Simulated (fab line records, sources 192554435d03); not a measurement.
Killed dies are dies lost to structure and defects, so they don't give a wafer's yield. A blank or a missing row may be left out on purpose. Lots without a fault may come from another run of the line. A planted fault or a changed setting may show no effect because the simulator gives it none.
Chamber matching | flow n5_finfet | N5_BEOL_M12_TRENCH_ETCH_34 on rie_diel-01: 4 sister chambers
The step etches SiOC in C4F8/O2/Ar, target depth 318.95 nm, time 125.5 s. 36 wafers are shown with their chamber, then 12 later ones without.

WAFERS WITH THEIR CHAMBER
wafer  | chamber | throttle_valve_pct (%) | showerhead_plenum_p_Torr (Torr) | oes_product_au (a.u.)
L077.1 | 0       | 24.43                  | 3.46                            | 0.80
L077.4 | 1       | 24.17                  | 3.47                            | 0.86
L077.6 | 3       | 24.44                  | 3.38                            | 0.72
L078.2 | 2       | 24.37                  | 3.42                            | 0.76
L078.4 | 3       | 24.45                  | 3.38                            | 0.71
L078.6 | 2       | 24.39                  | 3.42                            | 0.75
L080.1 | 0       | 24.44                  | 3.45                            | 0.78
L080.3 | 2       | 24.38                  | 3.42                            | 0.74
L080.5 | 1       | 24.19                  | 3.46                            | 0.84
L081.1 | 3       | 24.46                  | 3.38                            | 0.70
L081.2 | 2       | 24.39                  | 3.42                            | 0.75
L081.6 | 3       | 24.46                  | 3.38                            | 0.70
L085.2 | 0       | 24.45                  | 3.44                            | 0.77
L085.5 | 3       | 24.47                  | 3.37                            | 0.71
L085.6 | 2       | 24.40                  | 3.41                            | 0.74
L084.2 | 3       | 24.45                  | 3.37                            | 0.70
L084.5 | 2       | 24.39                  | 3.41                            | 0.74
L084.6 | 1       | 24.20                  | 3.45                            | 0.84
L087.2 | 1       | 24.22                  | 3.45                            | 0.83
L087.3 | 0       | 24.46                  | 3.44                            | 0.77
L087.6 | 3       | 24.48                  | 3.37                            | 0.70
L088.2 | 3       | 24.44                  | 3.37                            | 0.70
L088.3 | 2       | 24.41                  | 3.41                            | 0.74
L088.4 | 1       | 24.19                  | 3.45                            | 0.83
L086.1 | 2       | 24.40                  | 3.41                            | 0.74
L086.3 | 1       | 24.20                  | 3.45                            | 0.83
L086.5 | 3       | 24.47                  | 3.37                            | 0.70
L089.1 | 2       | 24.41                  | 3.41                            | 0.74
L089.4 | 0       | 24.44                  | 3.44                            | 0.76
L089.6 | 2       | 24.40                  | 3.41                            | 0.74
L090.3 | 0       | 24.45                  | 3.44                            | 0.76
L090.4 | 3       | 24.48                  | 3.37                            | 0.70
L090.6 | 1       | 24.20                  | 3.45                            | 0.83
L091.2 | 3       | 24.47                  | 3.37                            | 0.70
L091.5 | 3       | 24.47                  | 3.37                            | 0.70
L091.6 | 2       | 24.41                  | 3.41                            | 0.73

SIGNATURES (means of the wafers above)
reading                  | chamber 0 | chamber 1 | chamber 2 | chamber 3 | scatter within a chamber
throttle_valve_pct       | 24.4450   | 24.1957   | 24.3955   | 24.4617   | 0.0134
showerhead_plenum_p_Torr | 3.4450    | 3.4543    | 3.4136    | 3.3733    | 0.00623
oes_product_au           | 0.7733    | 0.8371    | 0.7427    | 0.7033    | 0.00962
Rule: a wafer's distance from a chamber is the root of the sum, over the readings, of the square of ((its reading less the chamber's mean) divided by the reading's scatter). The wafer belongs to the nearest chamber; if the next one is less than 2 further off, it can't be placed. The scatter: the root of (the sum of the squares of (reading less its chamber's mean) over the shown wafers, divided by (wafers less chambers)).

WAFERS WITHOUT THEIR CHAMBER
wafer  | throttle_valve_pct (%) | showerhead_plenum_p_Torr (Torr) | oes_product_au (a.u.)
L093.2 | 24.21                  | 3.44                            | 0.82
L093.3 | 24.41                  | 3.40                            | 0.74
L093.4 | 24.22                  | 3.44                            | 0.81
L095.2 | 24.18                  | 3.36                            | 0.99
L095.5 | 24.43                  | 3.40                            | 0.72
L095.6 | 24.25                  | 3.44                            | 0.80
L096.1 | 24.24                  | 3.44                            | 0.80
L096.2 | 24.44                  | 3.40                            | 0.72
L096.5 | 24.19                  | 3.36                            | 0.97
L097.3 | 24.20                  | 3.36                            | 0.94
L097.4 | 24.48                  | 3.43                            | 0.74
L097.5 | 24.20                  | 3.36                            | 0.94

WHICH CHAMBER EACH WENT THROUGH
wafer  | from the rows above     | in truth
L093.2 | 1                       | 1
L093.3 | 2                       | 2
L093.4 | 1                       | 1
L095.2 | 1                       | 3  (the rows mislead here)
L095.5 | can't be placed: 2 or 3 | 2
L095.6 | 1                       | 1
L096.1 | 1                       | 1
L096.2 | can't be placed: 2 or 3 | 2
L096.5 | 1                       | 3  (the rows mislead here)
L097.3 | 1                       | 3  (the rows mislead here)
L097.4 | can't be placed: 0 or 2 | 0
L097.5 | 1                       | 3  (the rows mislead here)
Placed correctly: 5 of 12. Can't be placed from these rows: 3 (the true chamber is among the candidates in 3). Placed wrongly: 4.
